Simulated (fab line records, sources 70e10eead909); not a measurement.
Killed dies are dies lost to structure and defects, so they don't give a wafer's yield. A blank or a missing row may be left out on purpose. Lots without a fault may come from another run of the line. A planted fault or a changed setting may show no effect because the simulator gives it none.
A struck lot beside a sound one | flow nand_harc | 39 steps out of a route of 1302
Sound: wafers L855.1, L855.2, L855.4. Struck: wafer L845.2. (L845.3, L845.5 of the same lot were not struck and are left out.) The cause comes at the end.
At each step with rows: each side's tool, then ch and its chambers, then its first start. Under that, the readings that differ: sound wafers | struck wafers | difference of the means | sigmas: that difference in standard deviations of wafers without a fault.
alike: readings whose means differ by less than 2 such deviations, and words and numbers that are the same on both sides. not compared: withheld readings, readings that some wafer has no value for, bounds like >300 that may hide the same value, and numbers for which the record gives no deviation and whose values overlap.
The two part at a step that has a row with sigmas, a row that says differs or no value, or rows on one side only. Numbers that don't overlap but have no deviation are shown without sigmas and don't part them. A reading that every wafer of one side lacks parts them only if that side has two wafers or more.

first, 1 step without rows for these wafers: NHARC_P_BONDPAD_DEVELOP_08 (time 50 s).
NHARC_P_BONDPAD_CD_MEAS_09: target cd 500 nm.
  sound on cd_sem-02 ch 0, day 13 05:05; struck on cd_sem-01 ch 0, day 9 05:20
  alike: cd_nm
NHARC_P_BONDPAD_OVL_MEAS_38:
  sound on overlay-02, day 13 05:10; struck on overlay-01, day 9 05:26
  alike: overlay_x_nm, overlay_y_nm
then, 2 steps without rows for these wafers: NHARC_P_BONDPAD_HARDBAKE_10 (time 65 s); NHARC_P_BONDPAD_DESCUM_11 (chemistry O2, time 3 s).
NHARC_P_BONDPAD_ETCH_37: etches the open film in N2/H2, target depth 60 nm, overetch 18 nm, time 65.91 s.
  sound on rie_diel-06 ch 0,1,2, day 13 05:23; struck on rie_diel-06 ch 1, day 9 05:39
  reading                | sound  | struck | difference | sigmas
  rf_hours_counter_h (h) | 8 10 9 | 3      | -6         |
  alike: drypump_motor_current_A, oes_product_au, rf_vpp_V, showerhead_plenum_p_Torr, throttle_valve_pct
then, 1 step without rows for these wafers: NHARC_P_BONDPAD_ETCH_12 (etches the open film in CHF3/O2, target depth 200 nm, time 100 s).
NHARC_P_BONDPAD_CD_MEAS_13:
  sound on cd_sem-02, day 13 05:36; struck on cd_sem-03, day 9 05:52
  alike: cd_nm
then, 1 step without rows for these wafers: NHARC_P_BONDPAD_STRIP_15 (strips in O2).
NHARC_P_BONDPAD_ETCH_24: etches the open film in CF4/N2, target depth 30 nm, time 72.99 s.
  sound on rie_diel-13 ch 0,1,3; struck on rie_diel-06 ch 2
  reading                | sound       | struck | difference | sigmas
  rf_hours_counter_h (h) | 2.8 2.9 2.9 | 4.3    | +1.4       |
  alike: drypump_motor_current_A, oes_product_au, rf_vpp_V, showerhead_plenum_p_Torr, throttle_valve_pct
then, 2 steps without rows for these wafers: NHARC_P_BONDPAD_STRIP_16 (strips in post etch residue remover, time 600 s); NHARC_P_BONDPAD_DEGAS_25 (time 60 s).
NHARC_P_BONDPAD_PRE_CLEAN_26: time 30 s.
  sound on pvd_sputter-03, day 13 06:17; struck on pvd_sputter-01, day 9 06:33
  alike: heater_power_w, susceptor_temp_C
NHARC_P_BONDPAD_PVD_17: deposits TaN, target thk 5 nm, time 8.06 s.
  sound on pvd_sputter-03; struck on pvd_sputter-01
  alike: throttle_valve_pct
NHARC_P_BONDPAD_PVD_27: deposits Cu, target thk 30 nm, time 20.49 s.
  sound on pvd_sputter-03; struck on pvd_sputter-01
  alike: throttle_valve_pct
then, 3 steps without rows for these wafers: NHARC_P_BONDPAD_ECD_18 (material Cu, target thk 400 nm); NHARC_P_BONDPAD_ANNEAL_28 (time 90 s); NHARC_P_BONDPAD_CMP_19 (polishes, t overpolish 30 s, cu recess touch 16 s, target thk 160.81 nm).
NHARC_P_BONDPAD_THK_MEAS_20: measures by xrf.
  sound on film_metro-02, day 13 07:38; struck on film_metro-02, day 9 07:53
  alike: thk_nm
then, 15 steps without rows for these wafers: NHARC_P_BONDPAD_SRD_21 (time 30 s, dry time 20 s); NHARC_P_BONDPAD_ACTIVATE_29 (chemistry N2, time 60 s); NHARC_P_BONDPAD_PRECLEAN_30 (cleans in DIW, time 300 s); NHARC_P_BONDPAD_SRD_31 (time 30 s, dry time 20 s); NHARC_A_ZERO_WELL_PRECLEAN_00 (cleans in SPM, time 600 s); NHARC_A_ZERO_WELL_SRD_01; NHARC_A_ZERO_WELL_DEHYDRATE_02 (time 120 s); NHARC_A_ZERO_WELL_HMDS_03 (time 30 s); NHARC_A_ZERO_WELL_COAT_18 (time 65 s); NHARC_A_ZERO_WELL_COAT_04 (resist thk 600 nm); NHARC_A_ZERO_WELL_SOFTBAKE_05 (time 70 s); NHARC_A_ZERO_WELL_EBR_06; NHARC_A_ZERO_WELL_EXPOSE_07 (exposes mask A ZERO); NHARC_A_ZERO_WELL_PEB_08 (peb time 80 s); NHARC_A_ZERO_WELL_DEVELOP_09 (time 50 s).
NHARC_A_ZERO_WELL_CD_MEAS_10: target cd 2000 nm.
  sound on cd_sem-03 ch 0, day 13 09:10; struck on cd_sem-03 ch 0, day 9 09:24
  alike: cd_nm
then, 2 steps without rows for these wafers: NHARC_A_ZERO_WELL_HARDBAKE_11 (time 65 s); NHARC_A_ZERO_WELL_DESCUM_12 (chemistry O2, time 3 s).
NHARC_A_ZERO_WELL_ETCH_19: etches the open film in N2/H2, target depth 80 nm, overetch 24 nm, time 87.88 s.
  sound on rie_diel-03 ch 0,2,3, day 13 09:25; struck on rie_diel-12 ch 2, day 9 09:39
  reading                | sound | struck | difference | sigmas
  rf_hours_counter_h (h) | 0 0 0 | 3      | +3         |
  alike: drypump_motor_current_A, oes_product_au, rf_vpp_V, showerhead_plenum_p_Torr, throttle_valve_pct
-- the record jumps here: 18 days lie between the struck wafers' starts before and after (it left off in module A_ZERO_WELL and takes up again in module END, whose first step shown is number 1302 of the route) --
NHARC_END_SORT_01:
  the record has rows for the struck wafers here (prober-02 ch 0, day 27 08:55) and none for the sound ones

WHERE THEY PART
Only at NHARC_END_SORT_01, within this record.

WHY: what the simulator had put in
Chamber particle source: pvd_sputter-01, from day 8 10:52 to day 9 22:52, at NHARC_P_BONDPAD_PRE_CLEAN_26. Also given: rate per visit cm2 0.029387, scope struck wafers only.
